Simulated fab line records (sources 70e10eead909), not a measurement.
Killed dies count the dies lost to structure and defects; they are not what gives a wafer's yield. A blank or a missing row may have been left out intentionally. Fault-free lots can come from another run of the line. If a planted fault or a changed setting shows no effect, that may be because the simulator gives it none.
fab line records	flow nand_harc
[record] lots = 13	wafers = 39	last_day = 33
route steps=1302 shown A_ONON_D2@552 A_CHANNEL_HOLE_D2@585
lots that met no fault: from a run of the same line without faults
start_h: start of the lot's first displayed wafer, in hours after the record's first day	wait_h: hours from the lot's prior step to this one	" unchanged from the row above	L1.1+2: several wafers, shown together as one row	- either no value or no given start	* or withheld: withheld	< > ~ a bound
route shown NAME@n: a module of which the file shows steps, and the number in the route of the first	usual: mean and standard deviation over wafers with no fault	same: alike in all rows	chamber/n: place in a boat	sites: each site's reading	_std_site: their standard deviation	_edge_site: inner sites' mean taken away from outer sites' mean	radius_mm: how far each site lies from the wafer's centre	mask NAME#n: copy n	behind: the last tool/chamber to shape the wafer	hold: why the lot went on hold/how many hours it stayed there/how the hold came to an end	device: whichever transistor did not switch (one of n, p or np)	end of line: the same wafers' tests at the end of the route	a step with no rows: only its recipe	killed: count of dies lost to structure and defects at first sort (not the wafer's yield)	map: per-die view of a wafer (x killed, . not killed, _ where there is no die)
set.NAME: the run value of the setting; set.NAME@STEP: its run value at that earlier step	model.NAME: the simulator's own value behind a step, which no gauge read
route steps across a sampled set of lots; one table per step, one row per wafer
services: a tool's chamber out of use, with start hour (start_h, from the record's first day; less than 0 if before it), hours out, and reason
[[steps]]
[step NHARC_A_ONON_D2_THK_MEAS_11]
[recipe] thk_meas_gauge = ellipsometry
[usual] thk_nm = 1000/11
lot.wafer	tool	chamber	start_h	wait_h	thk_nm
L732.1	film_metro-02	-	290.65	-	995
L732.2	"	-	"	"	996
L732.6	"	-	"	"	994
L733.2	film_metro-02	-	298.33	-	978
L733.4	"	-	"	"	980
L733.5	"	-	"	"	978
L735.3	film_metro-01	-	325.65	-	1008
L735.4	"	-	"	"	1009
L735.6	"	-	"	"	1010
L736.2	film_metro-01	-	334.63	-	1017
L736.4	"	-	"	"	1016
L736.6	"	-	"	"	1019
L737.3	film_metro-02	-	334.82	-	1006
L737.4	"	-	"	"	1007
L737.5	"	-	"	"	1007
L738.1	film_metro-01	-	348.86	-	1016
L738.2	"	-	"	"	1018
L738.6	"	-	"	"	1017
L739.1	film_metro-02	-	364.90	-	1002
L739.2	"	-	"	"	1002
L739.6	"	-	"	"	1005
L740.3	film_metro-01	-	377.39	-	987
L740.4	"	-	"	"	987
L740.5	"	-	"	"	986
L742.2	film_metro-02	-	391.80	-	977
L742.5	"	-	"	"	977
L742.6	"	-	"	"	978
L741.2	film_metro-01	-	391.80	-	1008
L741.3	"	-	"	"	1008
L741.5	"	-	"	"	1006
L747.1	film_metro-01	-	429.05	-	996
L747.3	"	-	"	"	997
L747.6	"	-	"	"	996
L751.1	film_metro-02	-	475.15	-	1010
L751.4	"	-	"	"	1010
L751.5	"	-	"	"	1012
L753.2	film_metro-01	-	500.76	-	1007
L753.4	"	-	"	"	1006
L753.6	"	-	"	"	1006
[step NHARC_A_ONON_D2_DEP_22]
[recipe] target_thk_a = 10000	n2_flow_sccm = 2750	n2o_flow_sccm = 2000	nh3_flow_sccm = 500	sih4_flow_sccm = 210	temp_c = 400
[usual] n2_flow_sccm = 2751/9.2
lot.wafer	tool	chamber	start_h	wait_h	n2_flow_sccm
L732.1	pecvd_onon-03	0	299.54	0.1	2746
L732.2	"	0	"	"	2738
L732.6	"	0	"	"	2747
L733.2	pecvd_onon-04	0	308.91	0.1	2756
L733.4	"	0	"	"	2745
L733.5	"	0	"	"	2758
L735.3	pecvd_onon-02	0	334.27	0.2	2763
L735.4	"	0	"	"	2755
L735.6	"	0	"	"	2758
L736.2	pecvd_onon-04	0	343.30	0.1	2750
L736.4	"	0	"	"	2752
L736.6	"	0	"	"	2751
L737.3	pecvd_onon-03	0	343.34	0.2	2760
L737.4	"	0	"	"	2763
L737.5	"	0	"	"	2777
L738.1	pecvd_onon-04	0	357.36	0.1	2750
L738.2	"	0	"	"	2744
L738.6	"	0	"	"	2740
L739.1	pecvd_onon-04	0	374.11	0.1	2737
L739.2	"	0	"	"	2753
L739.6	"	0	"	"	2747
L740.3	pecvd_onon-04	0	386.05	0.2	2747
L740.4	"	0	"	"	2758
L740.5	"	0	"	"	2758
L741.2	pecvd_onon-02	0	400.43	0.1	2742
L741.3	"	0	"	"	2750
L741.5	"	0	"	"	2736
L742.2	pecvd_onon-04	0	400.44	0.1	2756
L742.5	"	0	"	"	2762
L742.6	"	0	"	"	2747
L747.1	pecvd_onon-02	0	438.49	0.1	2757
L747.3	"	0	"	"	2747
L747.6	"	0	"	"	2752
L751.1	pecvd_onon-02	0	485.94	0.1	2752
L751.4	"	0	"	"	2747
L751.5	"	0	"	"	2750
L753.2	pecvd_onon-04	0	509.37	0.1	2745
L753.4	"	0	"	"	2760
L753.6	"	0	"	"	2748
[step NHARC_A_ONON_D2_THK_MEAS_24]
[recipe] thk_meas_gauge = ellipsometry
[usual] thk_nm = 996/7.6
lot.wafer	tool	chamber	start_h	wait_h	thk_nm
L732.1	film_metro-02	-	300.06	-	988
L732.2	"	-	"	"	989
L732.6	"	-	"	"	989
L733.2	film_metro-01	-	309.36	-	1003
L733.4	"	-	"	"	1002
L733.5	"	-	"	"	1004
L735.3	film_metro-01	-	334.67	-	1003
L735.4	"	-	"	"	1004
L735.6	"	-	"	"	1002
L737.3	film_metro-02	-	343.73	-	996
L737.4	"	-	"	"	998
L737.5	"	-	"	"	997
L736.2	film_metro-01	-	343.74	-	996
L736.4	"	-	"	"	996
L736.6	"	-	"	"	995
L738.1	film_metro-01	-	357.88	-	1013
L738.2	"	-	"	"	1012
L738.6	"	-	"	"	1011
L739.1	film_metro-01	-	374.65	-	993
L739.2	"	-	"	"	991
L739.6	"	-	"	"	989
L740.3	film_metro-01	-	386.45	-	1002
L740.4	"	-	"	"	1002
L740.5	"	-	"	"	999
L741.2	film_metro-02	-	400.88	-	996
L741.3	"	-	"	"	993
L741.5	"	-	"	"	995
L742.2	film_metro-01	-	400.89	-	992
L742.5	"	-	"	"	991
L742.6	"	-	"	"	992
L747.1	film_metro-02	-	439.01	-	1007
L747.3	"	-	"	"	1006
L747.6	"	-	"	"	1005
L751.1	film_metro-01	-	486.46	-	991
L751.4	"	-	"	"	1545
L751.5	"	-	"	"	1545
L753.2	film_metro-02	-	509.82	-	996
L753.4	"	-	"	"	997
L753.6	"	-	"	"	997
[step NHARC_A_CHANNEL_HOLE_D2_DESCUM_15]
[recipe] time_s = 3	o2_flow_sccm = 200	ar_flow_sccm = 0	bias_power_w = 0	chemistry = O2
[usual] drypump_motor_current_A = 5.6/0.48	mfc_ar_sccm = 0.006/0.01	oes_product_au = 1.005/0.013	rf_vpp_V = 57.7/0.84	showerhead_plenum_p_Torr = 1.89/0.068	throttle_valve_pct = 11.311/0.0091
[same] time_s = 3
lot.wafer	tool	chamber	start_h	wait_h	drypump_motor_current_A	mfc_ar_sccm	oes_product_au	rf_hours_counter_h	rf_vpp_V	showerhead_plenum_p_Torr	throttle_valve_pct
L732.2	rie_diel-04	3	304.56	0.1	5.1	0	0.965	8.6	57.8	1.89	11.319
L732.1	"	0	"	"	6.2	0	0.974	6.4	58.5	1.96	11.307
L732.6	"	1	"	"	5.7	0	1.015	-	57.6	1.87	11.307
L733.4	rie_diel-08	1	316.94	0.1	5.0	0.028	1.025	5.6	57.6	1.89	11.312
L733.2	"	3	"	"	5.7	0.002	1.019	5.5	58.8	2.00	11.316
L733.5	"	1	"	"	5.0	0.028	1.025	-	58.1	1.89	11.313
L735.4	rie_diel-08	1	340.42	0.1	5.0	0.028	1.018	7.6	56.5	1.89	11.314
L735.3	"	2	"	"	5.5	0	1.016	7.9	56.5	1.81	11.310
L735.6	"	0	"	"	5.6	0	1.015	-	57.3	1.85	11.302
L737.4	rie_diel-08	1	348.96	0.1	5.0	0.028	1.007	8.2	56.6	1.89	11.305
L737.3	"	2	"	"	5.5	0	0.999	8.9	58.1	1.81	11.305
L737.5	"	1	"	"	5.0	0.028	1.015	-	57.4	1.89	11.303
L736.4	rie_diel-08	3	350.98	0.1	5.7	0.002	1.005	8.9	56.7	2.00	11.309
L736.2	"	1	"	"	5.0	0.028	1.011	8.6	58.7	1.89	11.300
L736.6	"	0	"	"	5.6	0	1.002	-	57.6	1.85	11.305
L738.2	rie_diel-09	1	362.96	0.1	5.8	0.017	1.006	3.2	57.3	1.78	11.317
L738.1	"	3	"	"	6.8	0.013	0.991	3.7	58.9	1.94	11.311
L738.6	"	3	"	"	6.8	0.013	0.988	-	60.0	1.95	11.313
L739.2	rie_diel-04	1	379.06	0.1	5.7	0	1.005	1.1	55.8	1.87	11.311
L739.1	"	2	"	"	5.8	0	1.007	0.6	57.3	1.99	11.296
L739.6	"	0	"	"	6.2	0	0.976	-	57.7	1.96	11.306
L740.3	rie_diel-08	3	393.26	0.1	5.7	0.002	1.028	0.3	58.3	2.00	11.313
L740.4	"	3	"	"	5.7	0.002	1.016	-	56.4	2.00	11.307
L740.5	"	1	"	"	5.0	0.028	1.021	-	55.9	1.89	11.317
L742.2	rie_diel-08	0	405.47	0.1	5.6	0	0.989	0.6	59.0	1.85	11.314
L742.5	"	0	"	"	5.6	0	0.999	-	57.4	1.85	11.314
L742.6	"	1	"	"	5.0	0.028	1.015	-	57.7	1.89	11.301
L741.2	rie_diel-09	2	406.20	0.1	5.0	0	1.022	4.9	57.8	1.86	11.313
L741.3	"	3	"	"	6.8	0.013	1.012	5.3	57.6	1.94	11.320
L741.5	"	1	"	"	5.8	0.017	1.005	-	57.1	1.77	11.316
L747.3	rie_diel-09	1	446.94	0.1	5.7	0.017	1.010	6.5	57.7	1.77	11.313
L747.1	"	2	"	"	5.0	0	1.006	8.2	58.5	1.86	11.311
L747.6	"	0	"	"	5.7	0	0.996	-	57.1	1.84	11.309
L751.1	rie_diel-08	3	493.54	0.1	5.7	0.002	1.019	7.0	57.2	2.00	11.313
L753.4	rie_diel-08	3	516.01	0.1	5.7	0.002	1.008	9.3	58.9	2.00	11.311
L753.2	"	0	"	"	5.6	0	0.986	8.3	57.1	1.85	11.325
L753.6	"	3	"	"	5.7	0.002	1.010	-	56.6	2.00	11.312
[[services]]
tool	chamber	start_h	hours	kind
rie_diel-08	3	286.08	7.2	repair
rie_diel-08	1	295.83	5.6	repair
rie_diel-08	0	298.13	-	clean
rie_diel-08	2	298.13	-	clean
rie_diel-08	3	298.13	-	clean
pecvd_onon-04	-	311.08	13.0	pm
rie_diel-09	0	312.87	24.6	repair
rie_diel-09	-	320.59	9.0	pm
rie_diel-09	0	352.51	16.5	repair
rie_diel-04	-	354.90	9.0	pm
pecvd_onon-02	-	366.57	13.0	pm
rie_diel-08	-	367.90	9.0	pm
rie_diel-09	-	384.17	0.9	repair
rie_diel-08	-	384.46	0.8	repair
rie_diel-08	0	392.94	8.6	repair
pecvd_onon-03	-	408.39	13.0	pm
rie_diel-09	0	414.24	6.0	repair
rie_diel-09	1	426.40	12.0	repair
rie_diel-09	3	458.37	10.4	repair
rie_diel-08	3	468.15	4.8	repair
rie_diel-09	3	471.46	5.5	repair
rie_diel-09	3	484.33	11.9	repair
pecvd_onon-04	-	492.08	13.0	pm
rie_diel-09	-	497.59	9.0	pm
[[key]]
[first_sign] step = NHARC_A_ONON_D2_THK_MEAS_24	reading = thk_nm	direction = up	sigmas = 72	usual = 996	struck = 1545
effect none on later readings
met_at NHARC_A_ONON_D2_DEP_22
struck_lots L751
struck_wafers L751.4,L751.5
later_rows_left_out L751.4,L751.5
sort_left_out L751.4,L751.5
tester_left_out L751
not_acting_at NHARC_A_ONON_D2_THK_MEAS_11,NHARC_A_CHANNEL_HOLE_D2_DESCUM_15
onset_between 438.49 485.94
[fault] kind = process_parameter_drift	tool = pecvd_onon-02	chamber = -	onset_h = 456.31	steps = NHARC_A_ONON_D2_DEP_22	channel = target_thk_a	offset = *	shape = step	end_h = 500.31	scope = struck_wafers_only	acts_in = *	stated = *
// tester_left_out: of these lots the tester's yield and bins aren't shown, on N5 and GAA mostly nor the transistor test; their killed dies are dies lost to structure and defects alone, not to doping, threshold or leakage, so they don't give the yield
// sort_left_out: the simulated sort isn't trusted on such a fault, so these wafers' sort isn't shown, and their yield isn't known
// later_rows_left_out: the simulator's readings of these wafers behind a module that went badly wrong aren't trusted and aren't shown, but for the sort
